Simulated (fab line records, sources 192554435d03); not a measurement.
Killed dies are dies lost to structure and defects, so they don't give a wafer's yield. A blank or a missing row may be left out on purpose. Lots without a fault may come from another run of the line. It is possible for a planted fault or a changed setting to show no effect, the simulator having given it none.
Split-lot trial | flow n5Finfet | 21 wafers read from 7 lots, route of 1938 steps

== THE SPLIT ==
At N5_BEOL_M9_ETCH_66 (etches SOC in N2/H2, target depth 80 nm, overetch 16 nm, time 120 s), the setting timeS was moved away from the recipe's 120 s on 3 of the 21 wafers read, by -14.2% to +21.4%. All remaining wafers had this setting at the recipe value.

Reading taken at the split's own step.

== THE READING ==
SiARC_of_BEOL_M9_COAT_64.thkNm (the simulator's own value, which no gauge read), in nm, at N5_BEOL_M9_ETCH_66 (etches SOC in N2/H2, target depth 80 nm, overetch 16 nm, time 120 s). There is no usual value for it anywhere in the file. The 18 wafers here that ran the recipe average 6.4 nm, standard deviation 0.13 nm.

wafer  | tool, chamber at the split | timeS as run, s | against the recipe | SiARC_of_BEOL_M9_COAT_64.thkNm, nm | against lot-mates on the recipe
L079.3 | rieDiel-06, 1              | 120             | recipe             | 6.6                                | -
L079.6 | rieDiel-06, 1              | 120             | recipe             | 6.6                                | -
L079.5 | rieDiel-06, 3              | 120             | recipe             | 6.4                                | -
L086.2 | rieDiel-02, 3,3,2          | 120             | recipe             | 6.4                                | -
L086.3 | rieDiel-02, 3,3,2          | 120             | recipe             | 6.4                                | -
L086.6 | rieDiel-02, 3,3,2          | 120             | recipe             | 6.4                                | -
L088.2 | rieDiel-02, 0,1,1          | 120             | recipe             | 6.2                                | -
L088.4 | rieDiel-02, 0,1,1          | 120             | recipe             | 6.2                                | -
L088.6 | rieDiel-02, 0,1,1          | 120             | recipe             | 6.2                                | -
L091.1 | rieDiel-02, 0,1            | 120             | recipe             | 6.4                                | -
L091.6 | rieDiel-02, 0,1            | 120             | recipe             | 6.4                                | -
L091.4 | rieDiel-02, 1              | 120             | recipe             | 6.2                                | -
L092.1 | rieDiel-01, 2              | 145.7           | +21.4%             | 5.4                                | -1.0
L092.3 | rieDiel-01, 1              | 145.7           | +21.4%             | 5                                  | -1.4
L092.6 | rieDiel-01, 3              | 120             | recipe             | 6.4                                | -
L095.2 | rieDiel-02, 0,1,3          | 120             | recipe             | 6.4                                | -
L095.4 | rieDiel-02, 0,1,3          | 120             | recipe             | 6.4                                | -
L095.5 | rieDiel-02, 0,1,3          | 120             | recipe             | 6.4                                | -
L097.3 | rieDiel-01, 2              | 120             | recipe             | 6.6                                | -
L097.4 | rieDiel-01, 0              | 102.9           | -14.2%             | 6.8                                | +0.4
L097.5 | rieDiel-01, 1              | 120             | recipe             | 6.2                                | -
Where a row lists several chambers, the file gives one row for several wafers and doesn't say which wafer went through which chamber.

THE FIT
A straight line over all 21 wafers: SiARC_of_BEOL_M9_COAT_64.thkNm changes by -0.0498 nm for each +1% of timeS; r = -0.92; the points scatter about the line by 0.16 nm.
The same after taking each lot's own level away (the mean of its wafers on the recipe; 21 wafers): -0.0503 nm for each +1%; r = -0.94; scatter 0.13 nm.
On that fit, the largest move of timeS shifts the reading by 1.1 nm.
From 6.20 to 6.53 nm: that is the span of the lots' own levels, equal to 2.5 times the standard deviation above.
Consequently the slope shifts little with the lot-to-lot level, the two slopes agreeing.
Check: for one of the wafers moved furthest among these (+21.4%), held out of the fit, the line's prediction against its lot-mates is -1.18 nm. Against them it came out at -1 nm.

== THE OTHER SPLITS THESE WAFERS WENT THROUGH ==
These wafers also went through other splits before the reading. Each is held against what the fit with the lots' levels taken away leaves over:
other split on the same wafers | wafers away from the commonest value | r with SiARC_of_BEOL_M9_COAT_64.thkNm (lot level and that fit taken away)
N5_BEOL_M6_EXPOSE_25 doseMj    | 10                                   | +0.32
N5_BEOL_M7_COAT_05 spinRpm     | 6                                    | +0.04
N5_BEOL_M7_ETCH_61 sourceW     | 5                                    | -0.03
N5_BEOL_M7_EXPOSE_25 doseMj    | 8                                    | -0.47
N5_BEOL_M7_VIA_ETCH_34 sourceW | 6                                    | -0.28

== THE FILE'S OWN FIT ==
SiARC_of_BEOL_M9_COAT_64.thkNm changes by -0.0475 nm for each +1% of timeS, r = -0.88.
